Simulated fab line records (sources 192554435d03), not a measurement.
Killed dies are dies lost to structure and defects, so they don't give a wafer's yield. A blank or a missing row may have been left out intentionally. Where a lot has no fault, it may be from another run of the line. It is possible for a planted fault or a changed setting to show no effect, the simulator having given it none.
fab line records	flow n5Finfet
record: lots: 24	wafers: 72	lastDay: 18
route steps=1938 shown BEOL_M2@887 BEOL_M3@932
lots that met no fault: taken from a fault-free run of the same line
startH: the number of hours between the record's first day and the start of the first shown wafer of the lot	waitH: hours since the lot's step before	" unchanged from the row above	L1.1+2: a row that stands for several wafers	- no value present, or no start provided	* or withheld: withheld	< > ~ a bound
route shown NAME@n: a module of which the file shows steps, and the number in the route of the first	usual: average and standard deviation across the fault-free wafers	same: alike in all rows	chamber/n: place in a boat	sites: readings site by site	_std_site: how widely they spread, as a standard deviation	_edge_site: mean of outer sites minus mean of inner sites	radiusMm: how far each site lies from the wafer's centre	mask NAME#n: copy n	behind: tool/chamber where the wafer was last shaped	hold: the reason the lot was held/the length of the hold in hours/how it ended	device: which transistor (n, p or np) failed to switch	end of line: at the end of the route, the tests of the same wafers	a step given without rows: its recipe and nothing more	killed: at the first sort, the dies lost to defects and structure; wafer yield is something else	map: dies across one wafer; x = killed, . = not, _ = none there
set.NAME: the run value of the setting; set.NAME@STEP: its run value at that earlier step	model.NAME: the simulator's own value behind a step, which no gauge read
route steps across a sampled set of lots; one table per step, one row per wafer
services: a tool's chamber out of use, with start hour (startH, from the record's first day; less than 0 if before it), hours out, and reason
== steps ==
step: N5_BEOL_M2_VIA_ETCH_34
recipe: chemistry: C4F6/O2	targetDepthA: 694	maskMaterial: SOC	pressureMtorr: 15	ionEnergyEv: 250	taperDeg: 4	timeS: 65.9	sourceW: 350	biasW: 170	Ar_flow_sccm: 300	C4F6_flow_sccm: 10	O2_flow_sccm: 10
usual: drypumpMotorCurrentA: 5.7/0.47	oesProductAu: 0.79/0.091	rfVppV: 671/6.9	showerheadPlenumPTorr: 2.88/0.1	throttleValvePct: 30.71/0.28
lot.wafer	tool	chamber	startH	waitH	drypumpMotorCurrentA	oesProductAu	rfHoursCounterH	rfVppV	showerheadPlenumPTorr	throttleValvePct
L074.3	rieDiel-02	0	140.27	0.0	6.4	0.76	158	672	2.84	30.41
L074.4	"	1	"	"	6.6	0.83	72	672	2.98	30.28
L074.5	"	3	"	"	5.8	0.68	-	670	2.80	30.62
L075.1	rieDiel-02	0	143.73	0.0	6.4	0.76	159	672	2.84	30.39
L075.3	"	1	"	"	6.5	0.82	73	669	2.98	30.29
L075.6	"	2	"	"	5.9	0.75	-	679	2.94	30.57
L076.1	rieDiel-06	2	154.45	0.0	5.1	0.72	174	667	2.72	31.01
L076.3	"	1	"	"	5.9	0.68	244	664	2.69	31.35
L076.4	"	3	"	"	5.7	0.90	26	677	3.01	30.69
L077.1	rieDiel-02	3	157.57	0.0	5.8	0.68	224	671	2.80	30.64
L077.3	"	0	"	"	6.3	0.75	164	672	2.83	30.41
L077.6	"	2	"	"	5.9	0.74	-	678	2.93	30.59
L079.1	rieDiel-06	0	168.79	0.0	5.8	0.68	229	655	2.80	31.04
L079.4	"	3	"	"	5.8	0.88	31	676	3.01	30.67
L079.6	"	2	"	"	5.1	0.72	-	666	2.71	31.03
L078.1	rieDiel-05	0	169.12	0.0	5.9	0.92	22	662	2.78	30.34
L078.4	"	1	"	"	5.2	0.84	75	683	2.87	31.05
L078.5	"	0	"	"	5.9	0.91	-	663	2.78	30.33
L080.1	rieDiel-02	2	173.81	0.0	5.9	0.74	190	679	2.93	30.58
L080.3	"	1	"	"	6.6	0.82	79	668	2.98	30.32
L080.5	"	2	"	"	5.9	0.73	-	679	2.93	30.59
L081.1	rieDiel-02	0	183.89	0.0	6.4	0.74	176	672	2.83	30.42
L081.2	"	1	"	"	6.5	0.82	83	670	2.98	30.31
L081.5	"	0	"	"	6.4	0.75	-	671	2.83	30.43
L082.1	rieDiel-06	2	194.40	0.0	5.1	0.71	190	665	2.71	31.03
L082.5	"	0	"	"	5.8	0.67	-	656	2.79	31.06
L082.6	"	1	"	"	5.9	0.98	-	676	3.02	31.12
L083.4	rieDiel-06	2	201.62	0.0	5.1	0.71	-	664	2.71	31.01
L083.5	"	1	"	"	5.9	0.97	-	674	3.02	31.10
L083.6	"	3	"	"	5.7	0.86	-	676	3.01	30.68
L084.2	rieDiel-05	3	209.65	0.0	4.9	0.70	208	670	2.93	30.69
L084.4	"	1	"	"	5.2	0.82	88	682	2.87	31.05
L084.5	"	0	"	"	5.9	0.89	-	663	2.77	30.34
L085.2	rieDiel-02	2	212.65	0.0	5.9	0.71	205	678	2.92	30.60
L085.4	"	1	"	"	6.6	0.80	92	669	2.97	30.31
L085.6	"	2	"	"	5.9	0.72	-	678	2.92	30.59
L086.1	rieDiel-05	3	217.60	0.0	4.9	0.69	211	670	2.93	30.69
L086.2	"	1	"	"	5.2	0.81	91	680	2.86	31.08
L086.3	"	2	"	"	5.6	0.89	25	672	3.01	30.55
L087.1	rieDiel-06	1	219.95	0.0	5.9	0.93	16	676	3.02	31.11
L087.2	"	0	"	"	5.8	0.68	242	655	2.79	31.06
L087.6	"	2	"	"	5.1	0.71	-	666	2.70	31.03
L088.1	rieDiel-05	1	222.95	0.0	5.2	0.81	93	681	2.86	31.07
L088.4	"	2	"	"	5.5	0.89	26	671	3.01	30.56
L088.6	"	3	"	"	4.8	0.68	-	670	2.93	30.66
L090.3	rieDiel-05	1	237.42	0.0	5.2	0.80	98	682	2.86	31.08
L090.4	"	3	"	"	4.8	0.69	217	671	2.92	30.67
L090.5	"	3	"	"	4.8	0.68	-	670	2.92	30.71
L089.2	rieDiel-05	1	238.77	0.0	5.2	0.80	99	682	2.86	31.11
L089.3	"	2	"	"	5.5	0.88	32	670	3.01	30.57
L089.5	"	1	"	"	5.2	0.81	-	681	2.86	31.10
L091.2	rieDiel-05	1	243.11	0.0	5.2	0.79	101	682	2.86	31.08
L091.4	"	3	"	"	4.9	0.68	220	669	2.92	30.70
L091.6	"	1	"	"	5.2	0.80	-	682	2.86	31.08
L092.2	rieDiel-05	3	244.91	0.0	4.8	0.67	220	669	2.92	30.69
L092.3	"	1	"	"	5.2	0.80	101	683	2.86	31.08
L092.5	"	1	"	"	5.2	0.80	-	682	2.86	31.08
L094.1	rieDiel-05	0	260.89	0.0	5.9	0.87	54	664	2.76	30.39
L094.3	"	2	"	"	5.6	0.85	40	669	3.01	30.57
L094.4	"	1	"	"	5.2	0.79	107	684	2.86	31.09
L093.1	rieDiel-05	0	264.31	0.0	5.9	0.87	55	661	2.76	30.37
L093.4	"	1	"	"	5.2	0.79	107	682	2.86	31.11
L093.6	"	1	"	"	5.2	0.79	-	684	2.86	31.07
L095.2	rieDiel-02	2	273.76	0.0	5.9	0.70	227	679	2.91	30.61
L095.3	"	3	"	"	5.8	0.93	13	670	2.78	30.40
L095.4	"	1	"	"	6.6	0.78	113	670	2.96	30.33
L096.3	rieDiel-06	1	278.20	0.0	5.9	0.89	39	676	3.01	31.15
L096.4	"	0	"	"	5.8	0.94	3	653	2.79	30.78
L096.5	"	0	"	"	5.8	0.94	-	656	2.79	30.81
L097.2	rieDiel-06	1	280.10	0.0	5.9	0.89	40	675	3.01	31.14
L097.3	"	3	"	"	5.8	0.83	78	676	2.99	30.71
L097.4	"	2	"	"	5.1	0.68	227	665	2.69	31.07
step: N5_BEOL_M2_ALD_84
recipe: material: TaN	targetThkA: *	tempC: 275	aldPrecursorFamily: PDMAT	aldCoReactant: NH3	pressureTorr: 3	carrierFlowSccm: 1500	pulseTimeS: 2	purgeTimeS: 3	coReactantPurgeTimeS: 2	coReactantPulseTimeS: 3	aldCycles: 30	precursorVesselTempC: 75	precursorVesselPressureTorr: 26.25	precursorVesselCarrierSccm: 1000
usual: heaterPowerW: 417/34
same: aldCycles: 30
lot.wafer	tool	chamber	startH	waitH	heaterPowerW
L074.3	aldMetal-02	1	141.26	0.0	406
L074.4	"	0	"	"	367
L074.5	"	2	"	"	425
L075.1	aldMetal-01	1	144.85	0.1	399
L075.3	"	0	"	"	480
L075.6	"	1	"	"	392
L076.1	aldMetal-04	3	155.18	0.0	452
L076.3	"	2	"	"	443
L076.4	"	1	"	"	453
L077.1	aldMetal-01	1	158.46	0.1	397
L077.3	"	3	"	"	364
L077.6	"	0	"	"	474
L079.1	aldMetal-04	0	169.67	0.2	437
L079.4	"	2	"	"	435
L079.6	"	0	"	"	437
L078.1	aldMetal-04	1	169.89	0.1	450
L078.4	"	0	"	"	455
L078.5	"	1	"	"	447
L080.1	aldMetal-04	2	174.64	0.0	434
L080.3	"	0	"	"	447
L080.5	"	3	"	"	448
L081.1	aldMetal-02	2	185.09	0.2	404
L081.2	"	0	"	"	377
L081.5	"	2	"	"	415
L082.1	aldMetal-04	0	195.10	0.0	451
L082.5	"	1	"	"	447
L082.6	"	0	"	"	439
L083.4	aldMetal-02	0	202.47	0.0	368
L083.5	"	1	"	"	407
L083.6	"	2	"	"	415
L084.2	aldMetal-01	0	210.48	0.1	479
L084.4	"	1	"	"	402
L084.5	"	1	"	"	387
L085.2	aldMetal-02	3	213.51	0.1	377
L085.4	"	1	"	"	413
L085.6	"	1	"	"	410
L086.1	aldMetal-04	3	218.17	0.1	447
L086.2	"	1	"	"	452
L086.3	"	0	"	"	432
L087.1	aldMetal-01	0	220.86	0.0	479
L087.2	"	1	"	"	399
L087.6	"	2	"	"	426
L088.1	aldMetal-02	1	223.86	0.0	405
L088.4	"	2	"	"	397
L088.6	"	3	"	"	397
L090.3	aldMetal-04	0	237.99	0.0	440
L090.4	"	2	"	"	437
L090.5	"	2	"	"	443
L089.2	aldMetal-04	0	239.93	0.1	436
L089.3	"	2	"	"	441
L089.5	"	1	"	"	454
L091.2	aldMetal-01	1	244.43	0.1	388
L091.4	"	0	"	"	485
L091.6	"	2	"	"	430
L092.2	aldMetal-01	0	245.73	0.0	474
L092.3	"	1	"	"	402
L092.5	"	2	"	"	426
L094.1	aldMetal-02	0	261.93	0.1	376
L094.3	"	2	"	"	416
L094.4	"	3	"	"	388
L093.1	aldMetal-02	2	265.12	0.0	418
L093.4	"	3	"	"	386
L093.6	"	0	"	"	371
L095.2	aldMetal-02	3	274.62	0.1	384
L095.3	"	0	"	"	367
L095.4	"	2	"	"	420
L096.3	aldMetal-01	3	279.14	0.0	359
L096.4	"	0	"	"	475
L096.5	"	2	"	"	433
L097.2	aldMetal-02	1	281.35	0.0	394
L097.3	"	0	"	"	370
L097.4	"	1	"	"	407
step: N5_BEOL_M2_SPUTTER_92
recipe: material: Cu	targetThkA: 45	tempC: -20	chamberPressurePa: 0.07	powerW: withheld	timeS: 8.29
usual: throttleValvePct: 30.1/0.77
lot.wafer	tool	chamber	startH	waitH	throttleValvePct
L074.3	pvdSputter-03	-	143.23	0.1	30.4
L074.4	"	-	"	"	30.8
L074.5	"	-	"	"	30.4
L075.1	pvdSputter-02	-	146.92	0.1	29.2
L075.3	"	-	"	"	29.8
L075.6	"	-	"	"	29.0
L076.1	pvdSputter-01	-	156.98	0.1	31.5
L076.3	"	-	"	"	30.5
L076.4	"	-	"	"	31.8
L077.1	pvdSputter-01	-	160.34	0.1	30.8
L077.3	"	-	"	"	31.4
L077.6	"	-	"	"	29.6
L079.1	pvdSputter-01	-	171.63	0.1	31.5
L079.4	"	-	"	"	29.0
L079.6	"	-	"	"	30.6
L078.1	pvdSputter-01	-	173.55	0.1	30.7
L078.4	"	-	"	"	31.7
L078.5	"	-	"	"	30.6
L080.1	pvdSputter-03	-	176.66	0.1	29.5
L080.3	"	-	"	"	30.6
L080.5	"	-	"	"	30.2
L081.1	pvdSputter-03	-	188.63	0.1	31.0
L081.2	"	-	"	"	29.9
L081.5	"	-	"	"	30.6
L082.1	pvdSputter-01	-	197.00	0.1	31.6
L082.5	"	-	"	"	30.7
L082.6	"	-	"	"	30.0
L083.4	pvdSputter-03	-	204.34	0.1	30.4
L083.5	"	-	"	"	29.8
L083.6	"	-	"	"	30.1
L084.2	pvdSputter-01	-	212.35	0.1	31.6
L084.4	"	-	"	"	30.0
L084.5	"	-	"	"	29.3
L085.2	pvdSputter-03	-	217.05	0.1	29.9
L085.4	"	-	"	"	30.8
L085.6	"	-	"	"	30.1
L086.1	pvdSputter-01	-	220.22	0.1	30.1
L086.2	"	-	"	"	30.7
L086.3	"	-	"	"	29.4
L087.1	pvdSputter-02	-	222.66	0.1	29.0
L087.2	"	-	"	"	29.0
L087.6	"	-	"	"	29.8
L088.1	pvdSputter-02	-	225.69	0.1	30.0
L088.4	"	-	"	"	29.0
L088.6	"	-	"	"	28.8
L090.3	pvdSputter-02	-	239.96	0.1	29.0
L090.4	"	-	"	"	28.5
L090.5	"	-	"	"	29.8
L089.2	pvdSputter-03	-	241.79	0.1	30.2
L089.3	"	-	"	"	30.7
L089.5	"	-	"	"	30.1
L091.2	pvdSputter-03	-	246.57	0.1	29.8
L091.4	"	-	"	"	30.1
L091.6	"	-	"	"	29.7
L092.2	pvdSputter-03	-	248.63	0.1	30.4
L092.3	"	-	"	"	29.7
L092.5	"	-	"	"	29.9
L094.1	pvdSputter-01	-	264.14	0.1	31.8
L094.3	"	-	"	"	30.4
L094.4	"	-	"	"	29.3
L093.1	pvdSputter-03	-	266.96	0.1	30.8
L093.4	"	-	"	"	30.4
L093.6	"	-	"	"	29.9
L095.2	pvdSputter-03	-	278.26	0.1	30.8
L095.3	"	-	"	"	30.0
L095.4	"	-	"	"	30.1
L096.3	pvdSputter-01	-	280.99	0.1	29.3
L096.4	"	-	"	"	31.4
L096.5	"	-	"	"	31.8
L097.2	pvdSputter-01	-	283.13	0.1	29.1
L097.3	"	-	"	"	30.0
L097.4	"	-	"	"	30.6
step: N5_BEOL_M3_THK_MEAS_01
recipe: reads: SiOC_of_BEOL_M3_ILD_DEP_00
usual: M3_ILD_THK: 78.8/1
lot.wafer	tool	chamber	startH	waitH	M3_ILD_THK[nm]
L074.3	filmMetro-02	-	144.86	0.1	78.2
L074.4	"	-	"	"	80.2
L074.5	"	-	"	"	79.7
L075.1	filmMetro-01	-	148.77	0.0	79.2
L075.3	"	-	"	"	79.2
L075.6	"	-	"	"	79.7
L076.1	filmMetro-01	-	158.73	0.0	78.6
L076.3	"	-	"	"	78.8
L076.4	"	-	"	"	79.6
L077.1	filmMetro-01	-	161.96	0.0	77.7
L077.3	"	-	"	"	77.4
L077.6	"	-	"	"	78.9
L079.1	filmMetro-02	-	173.26	0.0	77.0
L079.4	"	-	"	"	77.9
L079.6	"	-	"	"	79.6
L078.1	filmMetro-01	-	175.26	0.0	78.7
L078.4	"	-	"	"	80.2
L078.5	"	-	"	"	80.0
L080.1	filmMetro-02	-	178.42	0.0	77.5
L080.3	"	-	"	"	77.1
L080.5	"	-	"	"	78.1
L081.1	filmMetro-01	-	190.45	0.0	79.0
L081.2	"	-	"	"	78.4
L081.5	"	-	"	"	79.8
L082.1	filmMetro-01	-	198.62	0.0	77.3
L082.5	"	-	"	"	77.7
L082.6	"	-	"	"	77.6
L083.4	filmMetro-02	-	205.99	0.0	80.2
L083.5	"	-	"	"	78.9
L083.6	"	-	"	"	79.9
L084.2	filmMetro-01	-	214.58	0.1	79.2
L084.4	"	-	"	"	80.6
L084.5	"	-	"	"	79.6
L085.2	filmMetro-02	-	218.70	0.1	78.6
L085.4	"	-	"	"	79.5
L085.6	"	-	"	"	78.5
L086.1	filmMetro-02	-	221.87	0.0	77.9
L086.2	"	-	"	"	76.2
L086.3	"	-	"	"	76.6
L087.1	filmMetro-02	-	224.35	0.0	78.6
L087.2	"	-	"	"	78.4
L087.6	"	-	"	"	79.7
L088.1	filmMetro-02	-	227.35	0.0	78.3
L088.4	"	-	"	"	79.9
L088.6	"	-	"	"	79.2
L090.3	filmMetro-01	-	241.90	0.1	79.1
L090.4	"	-	"	"	80.7
L090.5	"	-	"	"	80.5
L089.2	filmMetro-02	-	243.41	0.1	77.1
L089.3	"	-	"	"	77.6
L089.5	"	-	"	"	80.0
L091.2	filmMetro-02	-	248.19	0.1	78.7
L091.4	"	-	"	"	79.9
L091.6	"	-	"	"	79.8
L092.2	filmMetro-02	-	250.26	0.1	77.4
L092.3	"	-	"	"	77.1
L092.5	"	-	"	"	79.3
L094.1	filmMetro-01	-	266.32	0.0	77.8
L094.3	"	-	"	"	78.5
L094.4	"	-	"	"	78.7
L093.1	filmMetro-01	-	269.01	0.0	79.4
L093.4	"	-	"	"	80.5
L093.6	"	-	"	"	79.8
L095.2	filmMetro-01	-	279.89	0.1	78.1
L095.3	"	-	"	"	77.6
L095.4	"	-	"	"	78.7
L096.3	filmMetro-02	-	282.62	0.1	78.4
L096.4	"	-	"	"	79.9
L096.5	"	-	"	"	80.0
L097.2	filmMetro-02	-	284.75	0.1	79.3
L097.3	"	-	"	"	80.5
L097.4	"	-	"	"	81.5
step: N5_BEOL_M3_CD_MEAS_11
recipe: targetCdNm: 17.05	landingEnergyEv: 500	detector: seInlens	polarity: opening
usual: cdNm: 17.09/0.26
lot.wafer	tool	chamber	startH	waitH	cdNm
L074.3	cdSem-02	0	146.94	-	17.08
L074.4	"	0	"	"	17.08
L074.5	"	0	"	"	17.16
L075.1	cdSem-01	0	151.54	-	16.82
L075.3	"	0	"	"	16.98
L075.6	"	0	"	"	17.16
L076.1	cdSem-03	0	160.06	-	17.05
L076.3	"	0	"	"	17.03
L076.4	"	0	"	"	16.95
L077.1	cdSem-03	0	164.16	-	17.66
L077.3	"	0	"	"	17.52
L077.6	"	0	"	"	17.19
L079.1	cdSem-02	0	174.46	-	17.02
L079.4	"	0	"	"	16.96
L079.6	"	0	"	"	17.18
L078.1	cdSem-03	0	176.86	-	16.97
L078.4	"	0	"	"	17.18
L078.5	"	0	"	"	17.16
L080.1	cdSem-01	0	182.59	-	17.32
L080.3	"	0	"	"	16.88
L080.5	"	0	"	"	17.22
L081.1	cdSem-02	0	191.49	-	17.10
L081.2	"	0	"	"	16.88
L081.5	"	0	"	"	16.91
L082.1	cdSem-03	0	201.38	-	17.11
L082.5	"	0	"	"	17.16
L082.6	"	0	"	"	16.65
L083.4	cdSem-03	0	210.31	-	16.90
L083.5	"	0	"	"	17.30
L083.6	"	0	"	"	17.39
L084.2	cdSem-03	0	218.19	-	16.96
L084.4	"	0	"	"	17.15
L084.5	"	0	"	"	17.15
L085.2	cdSem-03	0	219.42	-	17.30
L085.4	"	0	"	"	17.28
L085.6	"	0	"	"	17.76
L086.1	cdSem-03	0	223.89	-	16.95
L086.2	"	0	"	"	17.23
L086.3	"	0	"	"	17.09
L087.1	cdSem-02	0	224.83	-	16.74
L087.2	"	0	"	"	16.71
L087.6	"	0	"	"	17.04
L088.1	cdSem-02	0	229.79	-	17.20
L088.4	"	0	"	"	17.33
L088.6	"	0	"	"	16.93
L090.3	cdSem-01	0	244.02	-	17.11
L090.4	"	0	"	"	16.85
L090.5	"	0	"	"	16.79
L089.2	cdSem-01	0	244.81	-	17.34
L089.3	"	0	"	"	16.73
L089.5	"	0	"	"	16.83
L091.2	cdSem-01	0	248.83	-	16.89
L091.4	"	0	"	"	17.50
L091.6	"	0	"	"	17.01
L092.2	cdSem-03	0	252.81	-	17.23
L092.3	"	0	"	"	17.18
L092.5	"	0	"	"	16.90
L094.1	cdSem-01	0	269.27	-	16.98
L094.3	"	0	"	"	16.76
L094.4	"	0	"	"	17.23
L093.1	cdSem-03	0	269.96	-	17.16
L093.4	"	0	"	"	17.08
L093.6	"	0	"	"	17.45
L095.2	cdSem-01	0	280.67	-	16.97
L095.3	"	0	"	"	17.29
L095.4	"	0	"	"	17.34
L096.3	cdSem-01	0	284.16	-	16.64
L096.4	"	0	"	"	16.97
L096.5	"	0	"	"	16.95
L097.2	cdSem-03	0	286.96	-	17.00
L097.3	"	0	"	"	16.68
L097.4	"	0	"	"	17.20
step: N5_BEOL_M3_DESCUM_33
recipe: chemistry: O2	timeS: 7	sourcePowerW: 50	biasPowerW: 20	pressureMtorr: 20	rfFrequencyHz: 2.712e+07	tempC: 40	resist: CAR-EUV	o2FlowSccm: 225
usual: drypumpMotorCurrentA: 5.9/0.58	oesProductAu: 0.78/0.099	rfVppV: 243.0/1.5	showerheadPlenumPTorr: 2.10/0.082	throttleValvePct: 20.40/0.17
lot.wafer	tool	chamber	startH	waitH	drypumpMotorCurrentA	oesProductAu	rfHoursCounterH	rfVppV	showerheadPlenumPTorr	throttleValvePct
L074.3	rieDiel-04	0	148.36	0.0	5.4	0.77	149	244.5	2.17	20.52
L074.4	"	0	"	"	5.4	0.77	-	244.9	2.17	20.54
L074.5	"	3	"	"	6.7	0.69	-	241.7	1.99	20.22
L075.1	rieDiel-03	2	152.64	0.1	5.4	0.73	176	244.3	2.08	20.48
L075.3	"	3	"	"	6.4	0.97	1	245.0	2.24	20.09
L075.6	"	1	"	"	6.1	0.74	-	245.6	2.20	20.55
L076.1	rieDiel-04	3	161.18	0.0	6.7	0.69	207	241.8	1.99	20.23
L076.3	"	2	"	"	6.1	0.71	219	241.9	2.07	20.57
L076.4	"	2	"	"	6.1	0.71	-	241.7	2.07	20.56
L077.1	rieDiel-01	3	165.29	0.0	6.2	0.79	103	240.9	2.02	20.19
L077.3	"	1	"	"	4.7	0.99	1	244.4	2.14	20.32
L077.6	"	3	"	"	6.2	0.79	-	241.0	2.02	20.18
L079.1	rieDiel-04	3	175.59	0.0	6.8	0.68	213	242.7	1.98	20.23
L079.4	"	2	"	"	6.1	0.70	225	243.4	2.07	20.59
L079.6	"	1	"	"	5.4	0.97	-	243.5	2.13	20.28
L078.1	rieDiel-04	2	177.98	0.0	6.1	0.71	225	242.3	2.07	20.58
L078.4	"	1	"	"	5.4	0.96	6	243.4	2.13	20.29
L078.5	"	3	"	"	6.8	0.68	-	241.0	1.98	20.23
L080.1	rieDiel-03	3	183.91	0.2	6.4	0.92	12	244.6	2.24	20.09
L080.3	"	2	"	"	5.4	0.74	186	242.0	2.07	20.51
L080.5	"	3	"	"	6.4	0.93	-	245.0	2.24	20.11
L081.1	rieDiel-04	2	192.91	0.0	6.1	0.70	230	242.5	2.07	20.59
L081.2	"	3	"	"	6.8	0.68	219	240.5	1.98	20.25
L081.5	"	3	"	"	6.8	0.67	-	241.2	1.98	20.24
L082.1	rieDiel-04	1	202.97	0.1	5.4	0.94	17	243.8	2.13	20.30
L082.5	"	3	"	"	6.8	0.68	-	241.1	1.98	20.25
L082.6	"	0	"	"	5.4	0.77	-	242.8	2.17	20.56
L083.4	rieDiel-04	2	211.56	0.2	6.1	0.70	238	241.4	2.07	20.60
L083.5	"	1	"	"	5.4	0.92	-	242.4	2.13	20.29
L083.6	"	2	"	"	6.1	0.69	-	242.7	2.07	20.60
L084.2	rieDiel-04	0	222.17	1.5	5.4	0.76	170	244.6	2.17	20.54
L084.4	"	1	"	"	5.4	0.92	21	243.7	2.13	20.30
L084.5	"	0	"	"	5.4	0.77	-	243.9	2.17	20.56
L085.2	rieDiel-04	3	223.44	1.5	6.7	0.68	225	241.5	1.98	20.25
L085.4	"	2	"	"	6.1	0.69	241	242.4	2.06	20.60
L085.6	"	1	"	"	5.4	0.91	-	243.4	2.13	20.30
L086.1	rieDiel-03	1	227.05	1.0	6.1	0.72	157	244.8	2.19	20.60
L086.2	"	3	"	"	6.4	0.90	27	244.5	2.23	20.13
L086.3	"	2	"	"	5.5	0.72	202	243.5	2.07	20.53
L087.1	rieDiel-01	3	228.79	0.8	6.2	0.77	125	242.1	2.01	20.23
L087.2	"	0	"	"	5.8	0.91	39	244.3	2.22	20.17
L087.6	"	2	"	"	6.6	0.95	-	241.9	2.06	20.47
L088.1	rieDiel-04	0	231.08	0.0	5.4	0.76	174	246.4	2.17	20.57
L088.4	"	3	"	"	6.8	0.68	229	240.6	1.98	20.27
L088.6	"	0	"	"	5.4	0.76	-	244.7	2.17	20.56
L090.3	rieDiel-04	2	245.18	0.1	6.1	0.69	249	242.1	2.06	20.63
L090.4	"	0	"	"	5.4	0.76	-	244.6	2.16	20.57
L090.5	"	3	"	"	6.7	0.68	-	240.8	1.98	20.27
L089.2	rieDiel-04	0	245.96	0.0	5.3	0.75	180	243.4	2.16	20.57
L089.3	"	1	"	"	5.4	0.90	27	242.5	2.13	20.30
L089.5	"	2	"	"	6.1	0.69	-	241.6	2.06	20.63
L091.2	rieDiel-03	2	249.82	0.0	5.5	0.72	210	242.5	2.07	20.54
L091.4	"	1	"	"	6.1	0.72	165	243.3	2.19	20.60
L091.6	"	3	"	"	6.4	0.87	-	245.7	2.23	20.13
L092.2	rieDiel-03	0	253.80	0.0	5.1	0.71	190	240.6	2.00	20.32
L092.3	"	3	"	"	6.4	0.87	35	245.7	2.23	20.15
L092.5	"	2	"	"	5.4	0.71	-	242.7	2.07	20.54
L094.1	rieDiel-04	2	270.39	0.0	6.1	0.99	2	243.2	2.06	20.26
L094.3	"	3	"	"	6.7	0.67	242	241.2	1.97	20.29
L094.4	"	0	"	"	5.3	0.76	188	244.6	2.16	20.58
L093.1	rieDiel-04	1	271.05	0.1	5.4	0.89	35	243.7	2.12	20.33
L093.4	"	2	"	"	6.1	1.00	2	243.1	2.06	20.25
L093.6	"	2	"	"	6.1	0.99	-	242.9	2.06	20.27
L095.2	rieDiel-03	0	281.67	0.0	5.1	0.70	200	241.3	2.00	20.33
L095.3	"	3	"	"	6.4	0.86	44	246.5	2.23	20.15
L095.4	"	1	"	"	6.1	0.71	175	243.0	2.18	20.63
L096.3	rieDiel-01	0	285.32	0.1	5.8	0.88	55	244.3	2.21	20.20
L096.4	"	2	"	"	6.6	0.90	-	241.3	2.05	20.48
L096.5	"	0	"	"	5.8	0.88	-	244.2	2.21	20.21
L097.2	rieDiel-03	3	288.10	0.0	6.4	0.85	47	245.5	2.23	20.17
L097.3	"	1	"	"	6.1	0.71	178	245.9	2.18	20.62
L097.4	"	0	"	"	5.1	0.71	202	241.3	1.99	20.34
== services ==
tool	chamber	startH	hours	kind
rieDiel-03	-	123.29	14.6	pm
rieDiel-04	2	124.85	24.6	repair
aldMetal-01	-	143.31	0.9	repair
rieDiel-04	1	149.68	-	clean
rieDiel-04	1	149.68	-	consumableReplace:focusRing
rieDiel-04	0	161.53	6.6	repair
rieDiel-03	1	175.27	12.3	repair
aldMetal-01	-	184.87	0.9	repair
rieDiel-04	3	193.45	8.9	repair
rieDiel-06	0	200.31	15.8	repair
aldMetal-04	2	201.60	33.2	repair
rieDiel-04	-	211.67	2.8	pm
rieDiel-01	-	217.33	9.7	repair
rieDiel-04	-	217.33	2.1	repair
rieDiel-01	-	229.97	2.8	pm
rieDiel-04	1	239.23	6.4	repair
rieDiel-04	2	247.20	-	clean
aldMetal-02	-	248.30	8.7	pm
aldMetal-01	1	250.81	2.9	repair
aldMetal-04	-	255.66	28.1	pm
aldMetal-02	3	277.92	12.6	repair
rieDiel-01	3	284.47	7.4	repair
aldMetal-02	1	286.05	3.5	repair
aldMetal-04	1	286.58	8.8	repair
== key ==
fault none
